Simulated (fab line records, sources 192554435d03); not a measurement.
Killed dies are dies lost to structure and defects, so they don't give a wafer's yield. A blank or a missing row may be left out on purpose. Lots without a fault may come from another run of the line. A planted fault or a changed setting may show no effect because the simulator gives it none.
Problem report in the 8D (eight disciplines) form, filled by code | flow n5_finfet | the parts of the form that need people (team, actions taken, sign-off) are left out

1. THE PROBLEM
bias_w at N5_BEOL_M8_ETCH_61 reads a mean of 27.91 W on 6 wafers of 2 lots; wafers without a fault read 36.00 W with a standard deviation of 0.11. That is -74 standard deviations from the usual mean.
The step: etches SiARC in CF4, target depth 45.5 nm, time 75.8 s.
First seen on wafer L111.1, day 13 11:44, on rie_diel-03. The record holds 28 wafers of 11 lots with a number at this step. Rule for "out", or "out of limits": more than 4 standard deviations from the usual mean. The other wafers with a number count as sound.

2. WHAT IT IS AND WHAT IT IS NOT
question                    | is                     | is not
which readings at this step | bias_w, rf_vpp_V       | drypump_motor_current_A, oes_product_au, showerhead_plenum_p_Torr, throttle_valve_pct
which lots                  | L111, L112             | L100, L101, L102, L106, L109, L116, L994, L995, L996
which wafers of those lots  | all that have a number | -
read on which tools         | rie_diel-03            | rie_diel-04, rie_diel-05
when                        | from day 13 11:44      | up to then (20 sound wafers); but 2 sound wafers of L116 came after

3. SUSPECTS, AND WHAT RULES EACH OUT
Counting: a tool at a process step up to the reading stays a suspect if it ran every lot that is out and no sound lot after the first of them.
- pecvd-03 at N5_BEOL_M8_ILD_DEP_00 (deposits SiCOH lowk from DEMS/porogen, target thk 179.75 nm, time 33.4 s): kept. It ran every lot that is out, first L111 (day 13 09:06), and no sound lot after that; its last sound lot up to then is L996 (day 9 18:03).
- rie_diel-03 at N5_BEOL_M8_ETCH_61 (etches SiARC in CF4, target depth 45.5 nm, time 75.8 s): kept. It ran every lot that is out, first L111 (day 13 11:44), and no sound lot after that; its last sound lot up to then is L102 (day 10 23:45). Its own readings are out on those wafers: bias_w, rf_vpp_V.
Left after counting: pecvd-03 at N5_BEOL_M8_ILD_DEP_00, rie_diel-03 at N5_BEOL_M8_ETCH_61.

4. THE CAUSE (what the simulator had put in)
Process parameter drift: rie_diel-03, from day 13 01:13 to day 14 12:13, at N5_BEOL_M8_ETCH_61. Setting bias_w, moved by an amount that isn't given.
Counting left 2 suspects, and this tool is among them.

5. THE CHAIN OF EFFECTS, in route order
Each row: a reading whose mean over the struck wafers that have a number lies more than 3 standard deviations from the usual. Only readings for which the record gives a usual standard deviation are gone through. hours: the time from each lot's start at the first step in this table that gives one to its start at this step, as a median over the lots. sigmas: the change in usual standard deviations.
hours | step               | reading  | usual   | on struck wafers | change | sigmas
0     | N5_BEOL_M8_ETCH_61 | bias_w   | 36.00 W | 27.91            | -8.09  | -74
0     | N5_BEOL_M8_ETCH_61 | rf_vpp_V | 184.0 V | 156.6            | -27.4  | -27
The process steps in it:
- N5_BEOL_M8_ETCH_61: etches SiARC in CF4, target depth 45.5 nm, time 75.8 s.

6. WHAT WOULD HAVE CAUGHT IT SOONER
In this record the first reading out of limits was taken at day 13 11:44, 11 hours after the fault began at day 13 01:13.
